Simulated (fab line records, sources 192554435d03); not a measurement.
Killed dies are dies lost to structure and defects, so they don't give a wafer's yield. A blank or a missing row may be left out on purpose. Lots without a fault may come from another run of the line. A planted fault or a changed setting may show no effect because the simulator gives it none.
Chamber matching | flow n5_finfet | N5_FIN_SAQP_SPACER1_ALD_24 on ald_sin-01: 4 sister chambers
The step deposits SiO2, target thk 20.3 nm, pulse time 1 s, purge time 2 s. 8 wafers are shown with their chamber, then 8 later ones without.

WAFERS WITH THEIR CHAMBER
wafer  | chamber | heater_power_w (W) | chamber_pressure_Torr (Torr)
L078.5 | 3       | 381                | 1.997
L081.6 | 0       | 617                | 1.998
L087.4 | 2       | 479                | 2.001
L087.5 | 3       | 378                | 2.002
L089.3 | 0       | 593                | 2.003
L089.4 | 1       | 494                | 1.999
L089.5 | 1       | 484                | 1.997
L092.2 | 2       | 492                | 2.002

WAFERS WITHOUT THEIR CHAMBER
wafer  | heater_power_w (W) | chamber_pressure_Torr (Torr)
L092.4 | 376                | 1.992
L092.5 | 593                | 1.999
L093.1 | 609                | 2.000
L093.4 | 491                | 1.999
L093.5 | 379                | 2.003
L097.4 | 487                | 1.997
L097.5 | 370                | 1.994
L097.6 | 491                | 2.005

WHICH CHAMBER EACH WENT THROUGH
wafer  | from the rows above     | in truth
L092.4 | 3                       | 3
L092.5 | 0                       | 0
L093.1 | 0                       | 0
L093.4 | can't be placed: 1 or 2 | 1
L093.5 | 3                       | 3
L097.4 | can't be placed: 1 or 2 | 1
L097.5 | 3                       | 3
L097.6 | can't be placed: 2 or 1 | 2
Placed correctly: 5 of 8. Can't be placed from these rows: 3 (the true chamber is among the candidates in 3). Placed wrongly: 0.
How it was worked out, from the rows above alone: a wafer's distance from a chamber is the root of the sum, over the readings, of the square of ((its reading less the chamber's mean) divided by the reading's scatter). The wafer belongs to the nearest chamber; if the next one is less than 2 further off, it can't be placed. A chamber's mean is the mean of its shown wafers. The scatter: the root of (the sum of the squares of (reading less its chamber's mean) over the shown wafers, divided by (wafers less chambers)).
